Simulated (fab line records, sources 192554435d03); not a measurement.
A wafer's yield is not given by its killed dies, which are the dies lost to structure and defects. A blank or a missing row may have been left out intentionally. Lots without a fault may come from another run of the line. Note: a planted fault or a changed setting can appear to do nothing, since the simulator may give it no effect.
A lot that was struck, set against a sound lot | flow n5 finfet | 36 out of 1938 route steps
Sound: wafers L223.3, L223.5, L223.6. Wafers L216.4, L216.5, L216.6 were the ones struck. The cause is named last.
Order at every step that has rows: each side's tool, ch and its chambers, its first start. Under that, the readings that differ: sound wafers | struck wafers | difference of the means | sigmas: that difference in standard deviations of wafers without a fault.
alike: readings with means less than 2 such deviations apart, plus words and numbers identical on both sides. not compared: withheld readings, readings lacking a value on some wafer, bounds such as >300 that could conceal the same value, and numbers that have no deviation in the record and whose values overlap.
The two part at a step that has a row with sigmas, a row that says differs or no value, or rows on one side only. When numbers do not overlap yet have no deviation, they are printed without sigmas and do not part them. A reading missing from all wafers of one side parts the sides only when that side holds two or more wafers.

first, 9 steps without rows for these wafers: N5_BEOL_M1_DEVELOP_10 (develop time 30 s); N5_BEOL_M1_DESCUM_16 (chemistry O2, time 7 s); N5_BEOL_M1_ETCH_74 (etches underlayer in N2/H2, target depth 6.5 nm, time 5.2 s); N5_BEOL_M1_ETCH_63 (etches SiARC in CF4, target depth 15.6 nm, time 26 s); N5_BEOL_M1_ETCH_64 (etches SOC in N2/H2, target depth 75 nm, overetch 15 nm, time 112.5 s); N5_BEOL_M1_STRIP_65 (strips in N2/H2); N5_BEOL_M1_STRIP_75 (strips in N2/H2); N5_BEOL_M1_STRIP_66 (strips in CF4); N5_BEOL_M1_HM_OPEN_17 (chemistry Cl2/BCl3, target TiN, target depth 20 nm, overetch 6 nm).
N5_BEOL_M1_STRIP_19: strips in O2.
  sound on rie diel-03 ch 0,2,3, day 10 21:39; struck on rie diel-01 ch 0,1, day 9 11:45
  no value came back on the struck wafers for any of 7 readings (bias power w (W), chamber pressure mTorr (mTorr) and others); on the sound wafers bias power w (W) reads 0 0 0
  reading                                  | sound | struck       | difference | sigmas
  model.SOC_of_BEOL_M1_COAT_61.thk nm (nm) | 0 0 0 | 52 51.8 52.2 | +52        |
  not compared: rf hours counter h
then, 14 steps without rows for these wafers: N5_BEOL_M1_COAT_67 (time 60 s, resist thk 60 nm); N5_BEOL_M1_COAT_68 (time 60 s, resist thk 12 nm); N5_BEOL_M1_COAT_76 (time 60 s, resist thk 5 nm); N5_BEOL_M1_COAT_22 (resist thk 30 nm); N5_BEOL_M1_EBR_24; N5_BEOL_M1_SOFTBAKE_23 (time 60 s); N5_BEOL_M1_EXPOSE_25 (exposes mask V0, defocus 5 nm, target cd 24 nm); N5_BEOL_M1_PEB_26 (peb time 60 s); N5_BEOL_M1_DEVELOP_27 (develop time 30 s); N5_BEOL_M1_DESCUM_33 (chemistry O2, time 7 s); N5_BEOL_M1_ETCH_77 (etches underlayer in N2/H2, target depth 6.5 nm, time 5.2 s); N5_BEOL_M1_ETCH_69 (etches SiARC in CF4, target depth 15.6 nm, time 26 s); N5_BEOL_M1_ALD_98 (deposits SiO2, target thk 2.5 nm, pulse time 1 s, co reactant pulse time 1 s); N5_BEOL_M1_ETCHBACK_99 (etches SiO2 in CHF3, target depth 5 nm, time 10.4 s).
N5_BEOL_M1_ETCH_70: etches SOC in N2/H2, target depth 80 nm, overetch 16 nm, time 120 s.
  sound on rie diel-01 ch 0,1, day 10 22:55; struck on rie diel-06 ch 0,1,3, day 9 12:33
  reading                  | sound             | struck            | difference | sigmas
  model.etch.depth nm (nm) | 60.14 60.41 60.12 | 95.18 93.13 92.47 | +33.37     |
  alike: drypump motor current A, oes product au, rf vpp V, showerhead plenum p Torr, throttle valve pct
  not compared: rf hours counter h
then, 6 steps without rows for these wafers: N5_BEOL_M1_STRIP_71 (strips in N2/H2); N5_BEOL_M1_STRIP_78 (strips in N2/H2); N5_BEOL_M1_VIA_ETCH_34 (etches the open film in C4F6/O2, target depth 67.8 nm, time 64.4 s); N5_BEOL_M1_STRIP_83 (strips in C4F6/O2); N5_BEOL_M1_STRIP_36 (strips in N2/H2); N5_BEOL_M1_TRENCH_ETCH_37 (etches SiOC in C4F6/O2, target depth 55.207 nm, time 29 s).
N5_BEOL_M1_ETCH_41: etches SiCN in CH3F/O2, target depth 31.9 nm, time 57.8 s.
  sound: rie diel-01 ch 0,1; struck: rie diel-06 ch 0,1,3
  reading                                  | sound          | struck         | difference | sigmas
  oes product au (a.u.)                    | 0.89 0.87 0.85 | 0.67 0.68 0.51 | -0.25      | -3
  model.SOC_of_BEOL_M1_COAT_61.thk nm (nm) | 0 0 0          | 33.8 34 34.4   | +34.1      |
  alike: drypump motor current A, rf vpp V, showerhead plenum p Torr, throttle valve pct
  not compared: rf hours counter h
then, 2 steps without rows for these wafers: N5_BEOL_M1_STRIP_97 (strips in N2/H2, time 10 s); N5_BEOL_M1_HM_STRIP_39 (strips TiN in peroxide tin strip, target depth 25 nm, time 158 s).
N5_BEOL_M4_RC_MEAS_101:
  the record has rows for the sound wafers here (prober-01 ch 0, day 12 21:13) and none for the struck ones
-- a jump in the record: the struck wafers' starts before and after are 6 days apart (it breaks off in module BEOL_M4 and resumes in module PASSIVATION, where the first step shown is number 1936 of the route) --
N5_PASSIVATION_PROBE_49:
  record: rows for the struck wafers here (prober-01, day 15 15:43), none for the sound ones

WHERE THEY PART
Earliest at N5_BEOL_M1_STRIP_19; latest, in this record, at N5_PASSIVATION_PROBE_49.

WHY: whatever the simulator had introduced
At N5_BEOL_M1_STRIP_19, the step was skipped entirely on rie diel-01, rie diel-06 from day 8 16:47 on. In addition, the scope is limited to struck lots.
